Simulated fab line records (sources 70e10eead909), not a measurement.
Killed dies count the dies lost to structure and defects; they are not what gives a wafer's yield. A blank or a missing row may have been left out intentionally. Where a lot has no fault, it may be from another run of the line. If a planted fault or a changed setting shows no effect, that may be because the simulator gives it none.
fab line records	flow nand-harc	part 1 of 2: steps 1 to 29 of 38
[record] lots = 5	wafers = 15	last-day = 24
route steps=1159 shown P_GATE@207 P_CONTACT@217
lots with no fault: from the same line, run without faults
start-h: hours from the record's first day to the start of the lot's first wafer shown	wait-h: how many hours have passed since the lot's step before this one	" the same as in the row above	L1.1+2: a single row standing in for several wafers	- no value present, or no start provided	* or withheld: withheld	< > ~ a bound
route shown NAME@n: a module of which the file shows steps, and the number in the route of the first	usual: mean/standard deviation of fault-free wafers	same: alike in all rows	chamber/n: place in a boat	sites: per-site readings	_std_site: standard deviation of those values	_edge_site: mean of outer sites minus mean of inner sites	radius-mm: for every site, how far away it sits from the centre of the wafer	mask NAME#n: copy n	behind: tool/chamber where the wafer was last shaped	hold: cause of the lot's hold/its duration in hours/its outcome	device: the n, p or np transistor that did not switch	end of line: tests of these same wafers at the route's end	where a step has no rows: the recipe by itself	killed: the dies lost at the first sort to structure and to defects; this is not the yield of the wafer	map: a wafer's dies, x killed, . not, _ none there
set.NAME: the setting that was run; set.NAME@STEP: the one run at that earlier step	model.NAME: the simulator's own value behind a step, which no gauge read
lots seen at some steps along the route; tables by step, rows by wafer
services: from which hour (start-h, from the record's first day; less than 0 if before it) a tool's chamber was out of use, for how many hours, and why
[[steps]]
[step NHARC_P_GATE_RTA_64]
[recipe] temp-c = 1050	time-s = 1
[usual] lamp-power-pct = 33.06/0.2	lamp_zone_4_pct = 33.06/0.19	lamp_zone_6_pct = 33.01/0.19	lamp_zone_7_pct = 33.48/0.2	wafer_temp_C_max = 1055.9/1.4
lot.wafer	tool	chamber	start-h	wait-h	lamp-power-pct	lamp_zone_4_pct	lamp_zone_6_pct	lamp_zone_7_pct	wafer_temp_C_max
L086.1	rtp-anneal-02	0	182.16	-	32.93	32.89	32.81	33.28	1057.6
L086.2	"	0	"	"	32.86	32.84	32.82	33.25	1059.1
L086.5	"	0	"	"	32.90	32.84	32.78	33.25	1055.4
L085.2	rtp-anneal-02	0	182.86	-	32.91	32.97	32.87	33.28	1056.5
L085.5	"	0	"	"	32.92	32.93	32.86	33.36	1057.1
L085.6	"	0	"	"	32.90	32.99	32.93	33.28	1056.1
L090.1	rtp-anneal-02	0	205.56	-	32.95	32.91	32.90	33.30	1057.2
L090.3	"	0	"	"	32.91	32.95	32.95	33.33	1056.4
L090.4	"	0	"	"	32.95	32.93	32.83	33.36	1061.7
L092.1	rtp-anneal-01	0	216.40	-	33.34	33.34	33.29	33.75	1053.3
L092.3	"	0	"	"	33.37	33.28	33.26	33.75	1055.3
L092.4	"	0	"	"	33.34	33.35	33.29	33.76	1054.0
L094.1	rtp-anneal-02	0	223.90	-	32.87	32.90	32.94	33.33	1055.1
L094.4	"	0	"	"	32.86	32.98	32.97	33.38	1055.5
L094.6	"	0	"	"	32.90	32.98	32.92	33.35	1055.1
[step NHARC_P_GATE_ETCH_77]
[recipe] target-depth-a = 60	chemistry = dHF	material = SiO2
lot.wafer	tool	chamber	start-h	wait-h
L086.2+1+5	wet-bench-06	2,4,6	182.36	0.1
L085.2+5+6	wet-bench-01	5,0,2	183.03	0.1
L090.1+3+4	wet-bench-01	3,5,0	205.76	0.2
L092.3+4+1	wet-bench-03	4,6,7	216.60	0.1
L094.1+6+4	wet-bench-03	0,3,5	224.10	0.2
[step NHARC_P_GATE_DEGAS_109]
[recipe] temp-c = 300	time-s = 60
[usual] heater-power-w = 451/41
lot.wafer	tool	chamber	start-h	wait-h	heater-power-w
L086.2	pvd-sputter-01	-	182.47	0.1	462
L086.1	"	-	"	"	437
L086.5	"	-	"	"	451
L085.2	pvd-sputter-03	-	183.13	0.1	481
L085.6	"	-	"	"	488
L085.5	"	-	"	"	461
L090.3	pvd-sputter-03	-	205.87	0.1	509
L090.1	"	-	"	"	439
L090.4	"	-	"	"	467
L092.4	pvd-sputter-03	-	216.70	0.1	509
L092.3	"	-	"	"	460
L092.1	"	-	"	"	473
L094.4	pvd-sputter-02	-	224.20	0.1	385
L094.1	"	-	"	"	460
L094.6	"	-	"	"	389
[step NHARC_P_GATE_PRE_CLEAN_110]
[recipe] time-s = 30	bias-v = 200	gas = Ar
lot.wafer	tool	chamber	start-h	wait-h
L086.1+2+5	pvd-sputter-01	-	-	-
L085.2+6+5	pvd-sputter-03	-	-	-
L090.4+3+1	pvd-sputter-03	-	-	-
L092.4+3+1	pvd-sputter-03	-	-	-
L094.1+4+6	pvd-sputter-02	-	-	-
[step NHARC_P_GATE_SPUTTER_78]
[recipe] target-thk-a = 100	material = Ni
lot.wafer	tool	chamber	start-h	wait-h
L086.2+1+5	pvd-sputter-01	-	-	-
L085.2+6+5	pvd-sputter-03	-	-	-
L090.3+4+1	pvd-sputter-03	-	-	-
L092.1+4+3	pvd-sputter-03	-	-	-
L094.1+4+6	pvd-sputter-02	-	-	-
[step NHARC_P_GATE_SPUTTER_79]
[recipe] target-thk-a = 100	material = TiN
lot.wafer	tool	chamber	start-h	wait-h
L086.1+2+5	pvd-sputter-01	-	-	-
L085.2+5+6	pvd-sputter-03	-	-	-
L090.4+1+3	pvd-sputter-03	-	-	-
L092.4+3+1	pvd-sputter-03	-	-	-
L094.1+4+6	pvd-sputter-02	-	-	-
[step NHARC_P_GATE_RTA_80]
[recipe] temp-c = 300	time-s = 30
[usual] lamp_zone_7_pct = 2.074/0.012	wafer_temp_C_max = 301.6/0.42
lot.wafer	tool	chamber	start-h	wait-h	lamp_zone_7_pct	wafer_temp_C_max
L086.1	rtp-anneal-01	0	182.77	-	2.086	301.8
L086.2	"	0	"	"	2.085	300.8
L086.5	"	0	"	"	2.089	300.7
L085.2	rtp-anneal-02	0	183.46	-	2.056	301.5
L085.5	"	0	"	"	2.052	302.4
L085.6	"	0	"	"	2.057	301.6
L090.1	rtp-anneal-02	0	206.17	-	2.057	302.1
L090.3	"	0	"	"	2.053	302.4
L090.4	"	0	"	"	2.060	301.5
L092.1	rtp-anneal-01	0	217.00	-	2.081	301.1
L092.3	"	0	"	"	2.083	301.0
L092.4	"	0	"	"	2.081	302.0
L094.1	rtp-anneal-01	0	224.50	-	2.086	301.8
L094.4	"	0	"	"	2.086	301.7
L094.6	"	0	"	"	2.085	302.6
[step NHARC_P_GATE_STRIP_67]
[recipe] time-s = 600	temp-c = 130	chemistry = SPM
lot.wafer	tool	chamber	start-h	wait-h
L086.5+2+1	wet-bench-01	0,1,3	182.97	0.1
L085.2+6+5	wet-bench-06	6,7,1	183.64	0.2
L090.3+4+1	wet-bench-06	1,4,5	206.37	0.1
L092.3+1+4	wet-bench-03	2,4,6	217.20	0.1
L094.4+1+6	wet-bench-06	0,1,3	224.72	0.1
[step NHARC_P_GATE_RTA_82]
[recipe] temp-c = 450	time-s = 30
[usual] lamp-power-pct = 3.874/0.024	lamp_zone_4_pct = 3.875/0.024	lamp_zone_6_pct = 3.844/0.024	lamp_zone_7_pct = 4.080/0.025	wafer_temp_C_max = 452.5/0.65
lot.wafer	tool	chamber	start-h	wait-h	lamp-power-pct	lamp_zone_4_pct	lamp_zone_6_pct	lamp_zone_7_pct	wafer_temp_C_max
L086.1	rtp-anneal-01	0	183.23	-	3.900	3.903	3.872	4.102	452.6
L086.2	"	0	"	"	3.899	3.907	3.877	4.106	452.3
L086.5	"	0	"	"	3.904	3.897	3.871	4.107	452.5
L085.2	rtp-anneal-01	0	183.93	-	3.904	3.901	3.878	4.108	451.9
L085.5	"	0	"	"	3.895	3.895	3.869	4.108	452.7
L085.6	"	0	"	"	3.907	3.897	3.868	4.112	452.3
L090.1	rtp-anneal-02	0	206.62	-	3.857	3.861	3.832	4.065	452.1
L090.3	"	0	"	"	3.856	3.860	3.829	4.061	452.0
L090.4	"	0	"	"	3.855	3.853	3.823	4.058	452.3
L092.1	rtp-anneal-01	0	217.46	-	3.899	3.900	3.874	4.112	452.5
L092.3	"	0	"	"	3.899	3.901	3.873	4.107	452.2
L092.4	"	0	"	"	3.902	3.908	3.870	4.105	451.8
L094.1	rtp-anneal-01	0	224.96	-	3.905	3.904	3.874	4.112	452.1
L094.4	"	0	"	"	3.897	3.904	3.872	4.116	451.5
L094.6	"	0	"	"	3.896	3.903	3.872	4.110	452.8
[step NHARC_P_GATE_INSPECT_68]
[usual] raw-defect-count = 182/59
lot.wafer	tool	chamber	start-h	wait-h	raw-defect-count
L086.1	defect-inspect-01	-	183.43	0.2	194
L086.2	"	-	"	"	184
L086.5	"	-	"	"	264
L085.2	defect-inspect-02	-	184.10	0.1	93
L085.5	"	-	"	"	136
L085.6	"	-	"	"	228
L090.1	defect-inspect-02	-	206.82	0.2	270
L090.3	"	-	"	"	120
L090.4	"	-	"	"	269
L092.1	defect-inspect-02	-	217.65	0.2	133
L092.3	"	-	"	"	135
L092.4	"	-	"	"	199
L094.1	defect-inspect-02	-	225.16	0.2	154
L094.4	"	-	"	"	159
L094.6	"	-	"	"	139
[step NHARC_P_CONTACT_DEP_30]
[recipe] target-thk-a = 300	temp-c = 400	target-thk-nm = 30	flow-sccm = 200	rf-w = 450	material = SiNx
[usual] heater-power-w = 733/110
lot.wafer	tool	chamber	start-h	wait-h	heater-power-w
L086.2	pecvd-04	2	183.53	0.1	826
L086.1	"	0	"	"	543
L086.5	"	1	"	"	626
L085.2	pecvd-04	1	184.25	0.1	644
L085.5	"	2	"	"	854
L085.6	"	0	"	"	574
L090.3	pecvd-02	1	207.91	1.1	814
L090.1	"	2	"	"	761
L090.4	"	0	"	"	863
L092.3	pecvd-04	0	217.76	0.1	564
L092.1	"	1	"	"	639
L092.4	"	0	"	"	571
L094.1	pecvd-02	2	225.27	0.1	726
L094.4	"	1	"	"	782
L094.6	"	2	"	"	737
[step NHARC_P_CONTACT_DEP_00]
[recipe] target-thk-a = 5000	temp-c = 400	pressure-torr = 6.5	rf-w = 900	teos-flow-sccm = 161.4	flow-sccm = 2650	target-thk-nm = 500	gas = O2	material = SiO2
[usual] chamber-pressure-Torr = 6.501/0.013	heater-power-w = 578/110	throttle-valve-pct = 16.1/0.46
lot.wafer	tool	chamber	start-h	wait-h	chamber-pressure-Torr	heater-power-w	throttle-valve-pct
L086.2	pecvd-04	2	-	-	6.484	693	16.3
L086.1	"	0	"	"	6.497	422	15.9
L086.5	"	1	"	"	6.487	514	15.3
L085.2	pecvd-04	1	-	-	6.488	568	15.6
L085.5	"	2	"	"	6.499	621	16.4
L085.6	"	0	"	"	6.503	362	15.8
L090.3	pecvd-02	1	-	-	6.509	617	16.2
L090.1	"	2	"	"	6.534	578	16.6
L090.4	"	0	"	"	6.510	810	16.1
L092.3	pecvd-04	0	-	-	6.511	387	16.0
L092.1	"	1	"	"	6.498	518	15.0
L092.4	"	0	"	"	6.513	415	15.9
L094.1	pecvd-02	2	-	-	6.485	576	16.5
L094.4	"	1	"	"	6.511	659	16.4
L094.6	"	2	"	"	6.488	610	16.4
[step NHARC_P_CONTACT_CMP_01]
[recipe] target-thk-nm = 200	material = SiO2
[usual] motor-current-A = 11.7/1.3
lot.wafer	tool	chamber	start-h	wait-h	motor-current-A
L086.2	cmp-03	3	184.21	-	11.3
L086.1	"	2	"	"	11.8
L086.5	"	0	"	"	9.3
L085.2	cmp-04	2	184.93	-	12.5
L085.5	"	0	"	"	12.9
L085.6	"	1	"	"	11.2
L090.4	cmp-04	3	208.63	-	13.6
L090.1	"	0	"	"	13.1
L090.3	"	2	"	"	12.5
L092.1	cmp-04	0	218.43	-	12.8
L092.3	"	2	"	"	12.0
L092.4	"	3	"	"	14.2
L094.1	cmp-03	0	225.94	-	9.3
L094.4	"	3	"	"	11.9
L094.6	"	1	"	"	12.3
[step NHARC_P_CONTACT_SRD_03]
lot.wafer	tool	chamber	start-h	wait-h
L086.5+2+1	wet-bench-09	0,2,3	184.51	0.0
L085.6+5+2	wet-bench-09	4,6,7	185.20	0.1
L090.3+4+1	wet-bench-09	2,6,7	208.92	0.0
L092.4+1+3	wet-bench-04	6,7,2	218.73	0.0
L094.4+1+6	wet-bench-05	1,2,5	226.24	0.0
[step NHARC_P_CONTACT_DEHYDRATE_04]
[recipe] temp-c = 150	time-s = 120
lot.wafer	tool	chamber	start-h	wait-h
L086.1+2+5	litho-track-04	0	184.59	0.1
L085.2+5+6	litho-track-01	0	185.28	0.1
L090.1+3+4	litho-track-04	0	209.00	0.1
L092.1+3+4	litho-track-04	0	218.81	0.1
L094.1+4+6	litho-track-04	0	226.32	0.1
[step NHARC_P_CONTACT_HMDS_05]
[recipe] time-s = 30
lot.wafer	tool	chamber	start-h	wait-h
L086.1+2+5	litho-track-04	0	-	-
L085.2+5+6	litho-track-01	0	-	-
L090.1+3+4	litho-track-04	0	-	-
L092.1+3+4	litho-track-04	0	-	-
L094.1+4+6	litho-track-04	0	-	-
[step NHARC_P_CONTACT_COAT_33]
[recipe] temp-c = 260	time-s = 75
lot.wafer	tool	chamber	start-h	wait-h
L086.1+2+5	litho-track-04	0	-	-
L085.2+5+6	litho-track-01	0	-	-
L090.1+3+4	litho-track-04	0	-	-
L092.1+3+4	litho-track-04	0	-	-
L094.1+4+6	litho-track-04	0	-	-
[step NHARC_P_CONTACT_COAT_34]
[recipe] temp-c = 225	time-s = 65
lot.wafer	tool	chamber	start-h	wait-h
L086.1+2+5	litho-track-04	0	-	-
L085.2+5+6	litho-track-01	0	-	-
L090.1+3+4	litho-track-04	0	-	-
L092.1+3+4	litho-track-04	0	-	-
L094.1+4+6	litho-track-04	0	-	-
[step NHARC_P_CONTACT_COAT_06]
[recipe] spin-rpm = 1500	resist-thk-nm = 90
lot.wafer	tool	chamber	start-h	wait-h
L086.1+2+5	litho-track-04	0	-	-
L085.2+5+6	litho-track-01	0	-	-
L090.1+3+4	litho-track-04	0	-	-
L092.1+3+4	litho-track-04	0	-	-
L094.1+4+6	litho-track-04	0	-	-
[step NHARC_P_CONTACT_SOFTBAKE_07]
[recipe] temp-c = 105	time-s = 55
lot.wafer	tool	chamber	start-h	wait-h
L086.1+2+5	litho-track-04	0	-	-
L085.2+5+6	litho-track-01	0	-	-
L090.1+3+4	litho-track-04	0	-	-
L092.1+3+4	litho-track-04	0	-	-
L094.1+4+6	litho-track-04	0	-	-
[step NHARC_P_CONTACT_EBR_08]
lot.wafer	tool	chamber	start-h	wait-h
L086.1+2+5	litho-track-04	0	-	-
L085.2+5+6	litho-track-01	0	-	-
L090.1+3+4	litho-track-04	0	-	-
L092.1+3+4	litho-track-04	0	-	-
L094.1+4+6	litho-track-04	0	-	-
[step NHARC_P_CONTACT_EXPOSE_09]
[recipe] na = 1.35	target-cd-nm = 90	dose-mj = 81.26	mask-id = P_CA
[usual] exposure-dose-mJ-cm2 = 81.23/0.068
lot.wafer	tool	chamber	start-h	wait-h	mask	exposure-dose-mJ-cm2
L086.1	arfi-scanner-03	0	184.90	-	P_CA#0	81.23
L086.2	"	0	"	"	P_CA#0	81.27
L086.5	"	0	"	"	P_CA#0	81.20
L085.2	arfi-scanner-03	0	185.47	-	P_CA#0	81.27
L085.5	"	0	"	"	P_CA#0	81.28
L085.6	"	0	"	"	P_CA#0	81.39
L090.1	arfi-scanner-01	0	209.31	-	P_CA#0	81.34
L090.3	"	0	"	"	P_CA#0	81.30
L090.4	"	0	"	"	P_CA#0	81.30
L092.1	arfi-scanner-02	0	219.12	-	P_CA#0	81.22
L092.3	"	0	"	"	P_CA#0	81.34
L092.4	"	0	"	"	P_CA#0	81.33
L094.1	arfi-scanner-01	0	226.51	-	P_CA#0	81.29
L094.4	"	0	"	"	P_CA#0	81.20
L094.6	"	0	"	"	P_CA#0	81.29
[step NHARC_P_CONTACT_PEB_10]
[recipe] peb-temp-c = 100	peb-time-s = 65
lot.wafer	tool	chamber	start-h	wait-h
L086.1+2+5	litho-track-06	0	184.96	0.1
L085.2+5+6	litho-track-06	0	185.52	0.1
L090.1+3+4	litho-track-06	0	209.37	0.1
L092.1+3+4	litho-track-01	0	219.18	0.1
L094.1+4+6	litho-track-01	0	226.57	0.1
[step NHARC_P_CONTACT_DEVELOP_11]
[recipe] develop-time-s = 35	dev-temp-c = 23
lot.wafer	tool	chamber	start-h	wait-h
L086.1+2+5	litho-track-06	0	-	-
L085.2+5+6	litho-track-06	0	-	-
L090.1+3+4	litho-track-06	0	-	-
L092.1+3+4	litho-track-01	0	-	-
L094.1+4+6	litho-track-01	0	-	-
[step NHARC_P_CONTACT_CD_MEAS_12]
[recipe] target-cd-nm = 90	landing-energy-ev = 500
[usual] cd-nm = 90.3/0.58
lot.wafer	tool	chamber	start-h	wait-h	cd-nm
L086.1	cd-sem-03	0	185.04	-	89.7
L086.2	"	0	"	"	89.4
L086.5	"	0	"	"	89.5
L085.2	cd-sem-01	0	185.61	-	90.0
L085.5	"	0	"	"	90.1
L085.6	"	0	"	"	90.0
L090.1	cd-sem-03	0	209.45	-	90.7
L090.3	"	0	"	"	90.0
L090.4	"	0	"	"	90.1
L092.1	cd-sem-03	0	219.26	-	90.4
L092.3	"	0	"	"	92.0
L092.4	"	0	"	"	91.2
L094.1	cd-sem-01	0	226.65	-	90.5
L094.4	"	0	"	"	89.3
L094.6	"	0	"	"	90.2
[step NHARC_P_CONTACT_OVL_MEAS_13]
[usual] overlay-x-nm = 0.0/0.8	overlay-y-nm = 0.0/0.98
lot.wafer	tool	chamber	start-h	wait-h	overlay-x-nm	overlay-y-nm
L086.1	overlay-01	-	185.13	-	-0.8	1.3
L086.2	"	-	"	"	-0.7	0.6
L086.5	"	-	"	"	-0.7	0.6
L085.2	overlay-02	-	185.69	-	0.9	0.2
L085.5	"	-	"	"	0.6	0.3
L085.6	"	-	"	"	0.4	0.2
L090.1	overlay-02	-	209.54	-	-0.1	-1.6
L090.3	"	-	"	"	0.2	-1.2
L090.4	"	-	"	"	0.5	-1.4
L092.1	overlay-02	-	219.35	-	-1.7	0.2
L092.3	"	-	"	"	-1.6	0.1
L092.4	"	-	"	"	-2.5	0.2
L094.1	overlay-02	-	226.73	-	0.2	0.7
L094.4	"	-	"	"	0.5	0.7
L094.6	"	-	"	"	0.1	0.1
[step NHARC_P_CONTACT_INSPECT_14]
[usual] raw-defect-count = 3.6/2
lot.wafer	tool	chamber	start-h	wait-h	raw-defect-count
L086.1	defect-inspect-01	-	185.16	0.0	7
L086.2	"	-	"	"	3
L086.5	"	-	"	"	4
L085.2	defect-inspect-01	-	185.74	0.1	4
L085.5	"	-	"	"	2
L085.6	"	-	"	"	4
L090.1	defect-inspect-02	-	209.58	0.0	4
L090.3	"	-	"	"	5
L090.4	"	-	"	"	3
L092.1	defect-inspect-02	-	219.39	0.0	2
L092.3	"	-	"	"	1
L092.4	"	-	"	"	5
L094.1	defect-inspect-02	-	226.77	0.0	5
L094.4	"	-	"	"	3
L094.6	"	-	"	"	2
[step NHARC_P_CONTACT_DESCUM_17]
[recipe] time-s = 3	o2-flow-sccm = 200	ar-flow-sccm = 0	bias-power-w = 0	chemistry = O2
[usual] drypump-motor-current-A = 5.7/0.41	oes-product-au = 1.000/0.0097	rf-vpp-V = 57.7/0.91	showerhead-plenum-p-Torr = 1.90/0.073	throttle-valve-pct = 11.311/0.0093
lot.wafer	tool	chamber	start-h	wait-h	drypump-motor-current-A	oes-product-au	rf-hours-counter-h	rf-vpp-V	showerhead-plenum-p-Torr	throttle-valve-pct
L086.2	rie-diel-11	2	185.23	0.1	6.0	0.991	17	57.5	1.97	11.297
L086.1	"	0	"	"	5.4	0.991	18	58.3	2.00	11.301
L086.5	"	1	"	"	6.3	1.002	-	57.9	1.84	11.314
L085.2	rie-diel-10	1	185.82	0.1	5.1	1.005	0	57.4	1.82	11.315
L085.6	"	3	"	"	5.7	0.994	-	57.5	1.80	11.319
L085.5	"	0	"	"	5.8	1.013	-	59.3	1.91	11.312
L090.1	rie-diel-11	2	209.64	0.1	6.1	1.008	1	57.8	1.97	11.318
L090.3	"	3	"	"	5.9	1.008	0	57.8	1.85	11.325
L090.4	"	1	"	"	6.3	1.017	1	57.3	1.84	11.297
L092.1	rie-diel-10	1	219.46	0.1	5.1	1.001	4	57.6	1.81	11.315
L092.3	"	2	"	"	5.2	0.994	4	57.5	1.96	11.312
L092.4	"	3	"	"	5.7	0.989	3	56.3	1.80	11.311
L094.4	rie-diel-11	3	226.83	0.1	6.0	1.002	2	58.5	1.85	11.308
L094.1	"	0	"	"	5.4	0.987	3	57.0	2.00	11.307
L094.6	"	3	"	"	5.9	1.010	-	57.0	1.85	11.317
[step NHARC_P_CONTACT_ETCH_35]
[recipe] target-depth-a = 390	over-etch-frac = 0.3	time-s = 65	ion-energy-ev = 80	cf4-flow-sccm = 150	ar-flow-sccm = 0	rf-w = 300	bias-w = 100	chemistry = CF4
[usual] drypump-motor-current-A = 5.7/0.41	oes-product-au = 1.000/0.0098	rf-vpp-V = 151.1/1.1	showerhead-plenum-p-Torr = 1.75/0.063	throttle-valve-pct = 13.283/0.0092
lot.wafer	tool	chamber	start-h	wait-h	drypump-motor-current-A	oes-product-au	rf-hours-counter-h	rf-vpp-V	showerhead-plenum-p-Torr	throttle-valve-pct
L086.1	rie-diel-11	2	185.32	0.1	6.1	1.010	17	151.8	1.82	13.277
L086.2	"	0	"	"	5.4	1.000	18	153.2	1.84	13.271
L086.5	"	1	"	"	6.3	1.000	-	149.9	1.70	13.284
L085.2	rie-diel-10	2	185.90	0.1	5.2	0.985	0	151.2	1.81	13.288
L085.5	"	0	"	"	5.8	1.003	-	150.7	1.77	13.272
L085.6	"	1	"	"	5.1	1.002	-	148.5	1.69	13.274
L090.3	rie-diel-11	0	209.72	0.1	5.4	0.987	1	151.2	1.84	13.289
L090.1	"	1	"	"	6.3	0.995	1	151.5	1.70	13.289
L090.4	"	2	"	"	6.1	1.002	1	150.7	1.82	13.280
L092.3	rie-diel-10	1	219.54	0.1	5.1	1.015	4	150.4	1.68	13.265
L092.1	"	2	"	"	5.2	0.991	4	151.6	1.81	13.277
L092.4	"	3	"	"	5.7	0.998	3	150.6	1.67	13.279
L094.1	rie-diel-11	0	226.92	0.1	5.4	0.986	3	152.5	1.84	13.285
L094.4	"	1	"	"	6.3	0.986	3	149.4	1.70	13.294
L094.6	"	3	"	"	5.9	0.997	-	152.0	1.71	13.264
